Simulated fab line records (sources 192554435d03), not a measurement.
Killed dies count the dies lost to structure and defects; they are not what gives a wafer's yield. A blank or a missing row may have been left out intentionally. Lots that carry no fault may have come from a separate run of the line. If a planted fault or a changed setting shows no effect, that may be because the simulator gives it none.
Split-lot experiment || flow n5_finfet || route with 1938 steps; 7 lots, 21 wafers read

SPLIT DETAILS
At N5_BEOL_M0_SAQP_HM_DEP_111 (deposits SiO2 from SiH4/N2O, target thk 12 nm, time 7.2 s), the setting time_s was moved away from the recipe's 7.2 s on 7 of the 21 wafers read, by -7.1% to +14.6%. All remaining wafers had this setting at the recipe value.

The split's own step is where the reading is taken.

THE READING
SiO2_of_BEOL_M0_SAQP_HM_DEP_111.thk_nm (the simulator's own value, which no gauge read), in nm, at N5_BEOL_M0_SAQP_HM_DEP_111 (deposits SiO2 from SiH4/N2O, target thk 12 nm, time 7.2 s). No usual value for it is given in the file. The 14 wafers here that ran the recipe average 12.1 nm, standard deviation 0.25 nm.

{"wafer": "L077.1", "tool, chamber at the split": "pecvd-01, 1,2", "time_s as run, s": 7.2, "against the recipe": "recipe", "SiO2_of_BEOL_M0_SAQP_HM_DEP_111.thk_nm, nm": 12.2, "against lot-mates on the recipe": "-"}
{"wafer": "L077.5", "tool, chamber at the split": "pecvd-01, 1,2", "time_s as run, s": 7.2, "against the recipe": "recipe", "SiO2_of_BEOL_M0_SAQP_HM_DEP_111.thk_nm, nm": 12.2, "against lot-mates on the recipe": "-"}
{"wafer": "L077.2", "tool, chamber at the split": "pecvd-01, 2", "time_s as run, s": 7.2, "against the recipe": "recipe", "SiO2_of_BEOL_M0_SAQP_HM_DEP_111.thk_nm, nm": 12, "against lot-mates on the recipe": "-"}
{"wafer": "L079.4", "tool, chamber at the split": "pecvd-01, 1", "time_s as run, s": 7.2, "against the recipe": "recipe", "SiO2_of_BEOL_M0_SAQP_HM_DEP_111.thk_nm, nm": 12.4, "against lot-mates on the recipe": "-"}
{"wafer": "L079.6", "tool, chamber at the split": "pecvd-01, 1", "time_s as run, s": 7.2, "against the recipe": "recipe", "SiO2_of_BEOL_M0_SAQP_HM_DEP_111.thk_nm, nm": 12.4, "against lot-mates on the recipe": "-"}
{"wafer": "L079.5", "tool, chamber at the split": "pecvd-01, 2", "time_s as run, s": 7.2, "against the recipe": "recipe", "SiO2_of_BEOL_M0_SAQP_HM_DEP_111.thk_nm, nm": 12.2, "against lot-mates on the recipe": "-"}
{"wafer": "L082.1", "tool, chamber at the split": "pecvd-03, 2", "time_s as run, s": 7.2, "against the recipe": "recipe", "SiO2_of_BEOL_M0_SAQP_HM_DEP_111.thk_nm, nm": 11.6, "against lot-mates on the recipe": "-"}
{"wafer": "L082.4", "tool, chamber at the split": "pecvd-03, 2", "time_s as run, s": 7.2, "against the recipe": "recipe", "SiO2_of_BEOL_M0_SAQP_HM_DEP_111.thk_nm, nm": 11.6, "against lot-mates on the recipe": "-"}
{"wafer": "L082.5", "tool, chamber at the split": "pecvd-03, 0", "time_s as run, s": 7.2, "against the recipe": "recipe", "SiO2_of_BEOL_M0_SAQP_HM_DEP_111.thk_nm, nm": 12, "against lot-mates on the recipe": "-"}
{"wafer": "L086.1", "tool, chamber at the split": "pecvd-01, 1", "time_s as run, s": 7.2, "against the recipe": "recipe", "SiO2_of_BEOL_M0_SAQP_HM_DEP_111.thk_nm, nm": 12.4, "against lot-mates on the recipe": "-"}
{"wafer": "L086.3", "tool, chamber at the split": "pecvd-01, 2,0", "time_s as run, s": 7.54, "against the recipe": "+4.7%", "SiO2_of_BEOL_M0_SAQP_HM_DEP_111.thk_nm, nm": 12.6, "against lot-mates on the recipe": "+0.2"}
{"wafer": "L086.5", "tool, chamber at the split": "pecvd-01, 2,0", "time_s as run, s": 7.54, "against the recipe": "+4.7%", "SiO2_of_BEOL_M0_SAQP_HM_DEP_111.thk_nm, nm": 12.6, "against lot-mates on the recipe": "+0.2"}
{"wafer": "L087.2", "tool, chamber at the split": "pecvd-01, 1", "time_s as run, s": 8.252, "against the recipe": "+14.6%", "SiO2_of_BEOL_M0_SAQP_HM_DEP_111.thk_nm, nm": 14, "against lot-mates on the recipe": "+2.0"}
{"wafer": "L087.3", "tool, chamber at the split": "pecvd-01, 0", "time_s as run, s": 7.2, "against the recipe": "recipe", "SiO2_of_BEOL_M0_SAQP_HM_DEP_111.thk_nm, nm": 12, "against lot-mates on the recipe": "-"}
{"wafer": "L087.5", "tool, chamber at the split": "pecvd-01, 0", "time_s as run, s": 8.252, "against the recipe": "+14.6%", "SiO2_of_BEOL_M0_SAQP_HM_DEP_111.thk_nm, nm": 13.8, "against lot-mates on the recipe": "+1.8"}
{"wafer": "L093.1", "tool, chamber at the split": "pecvd-02, 1", "time_s as run, s": 8.223, "against the recipe": "+14.2%", "SiO2_of_BEOL_M0_SAQP_HM_DEP_111.thk_nm, nm": 13.4, "against lot-mates on the recipe": "+1.3"}
{"wafer": "L093.5", "tool, chamber at the split": "pecvd-02, 2", "time_s as run, s": 7.2, "against the recipe": "recipe", "SiO2_of_BEOL_M0_SAQP_HM_DEP_111.thk_nm, nm": 12.2, "against lot-mates on the recipe": "-"}
{"wafer": "L093.6", "tool, chamber at the split": "pecvd-02, 0", "time_s as run, s": 7.2, "against the recipe": "recipe", "SiO2_of_BEOL_M0_SAQP_HM_DEP_111.thk_nm, nm": 12, "against lot-mates on the recipe": "-"}
{"wafer": "L097.1", "tool, chamber at the split": "pecvd-01, 0", "time_s as run, s": 7.2, "against the recipe": "recipe", "SiO2_of_BEOL_M0_SAQP_HM_DEP_111.thk_nm, nm": 12, "against lot-mates on the recipe": "-"}
{"wafer": "L097.4", "tool, chamber at the split": "pecvd-01, 1", "time_s as run, s": 6.686, "against the recipe": "-7.1%", "SiO2_of_BEOL_M0_SAQP_HM_DEP_111.thk_nm, nm": 11.6, "against lot-mates on the recipe": -0.4}
{"wafer": "L097.6", "tool, chamber at the split": "pecvd-01, 2", "time_s as run, s": 6.686, "against the recipe": "-7.1%", "SiO2_of_BEOL_M0_SAQP_HM_DEP_111.thk_nm, nm": 11.2, "against lot-mates on the recipe": -0.8}
Rows listing several chambers each stand for several wafers; the file does not say which wafer went through which chamber.

THE FIT
A straight line over all 21 wafers: SiO2_of_BEOL_M0_SAQP_HM_DEP_111.thk_nm changes by +0.111 nm for each +1% of time_s; r = +0.94; the points scatter about the line by 0.24 nm.
The same after taking each lot's own level away (the mean of its wafers on the recipe; 21 wafers): +0.109 nm for each +1%; r = +0.96; scatter 0.2 nm.
Per that fit: largest time_s move, reading shift of 1.6 nm.
The lots' own levels span 11.73 to 12.40 nm, that is 2.7 times the standard deviation above.
Consequently the slope shifts little with the lot-to-lot level, the two slopes agreeing.
Check: +1.43 nm against its lot-mates is what the line predicts for one of the wafers moved furthest among these (+14.6%) when that wafer is left out of the fit. Against them it came out at +2 nm.

ADDITIONAL SPLITS CARRIED BY THESE WAFERS
Note: prior to the reading, these wafers also went through further splits. Each is held against what the fit with the lots' levels taken away leaves over:
{"other split on the same wafers": "N5_DUMMY_GATE_CVD_03 temp_c", "wafers away from the commonest value": 15, "r with SiO2_of_BEOL_M0_SAQP_HM_DEP_111.thk_nm (lot level and that fit taken away)": "+0.19"}
{"other split on the same wafers": "N5_SD_EPI_P_ETCH_16 target_depth_a", "wafers away from the commonest value": 4, "r with SiO2_of_BEOL_M0_SAQP_HM_DEP_111.thk_nm (lot level and that fit taken away)": "+0.31"}
{"other split on the same wafers": "N5_SD_EPI_P_EPI_21 time_s", "wafers away from the commonest value": 6, "r with SiO2_of_BEOL_M0_SAQP_HM_DEP_111.thk_nm (lot level and that fit taken away)": -0.08}
{"other split on the same wafers": "N5_HKMG_FIN_ETCH_54 source_w", "wafers away from the commonest value": 9, "r with SiO2_of_BEOL_M0_SAQP_HM_DEP_111.thk_nm (lot level and that fit taken away)": "+0.02"}
{"other split on the same wafers": "N5_MOL_CONTACT_COAG_ETCH_67 source_w", "wafers away from the commonest value": 5, "r with SiO2_of_BEOL_M0_SAQP_HM_DEP_111.thk_nm (lot level and that fit taken away)": "+0.14"}
{"other split on the same wafers": "N5_MOL_CONTACT_COAG_ETCHBACK_136 target_depth_a", "wafers away from the commonest value": 9, "r with SiO2_of_BEOL_M0_SAQP_HM_DEP_111.thk_nm (lot level and that fit taken away)": "+0.15"}

THE FILE'S OWN FIT
SiO2_of_BEOL_M0_SAQP_HM_DEP_111.thk_nm changes by +0.105 nm for each +1% of time_s, r = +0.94.
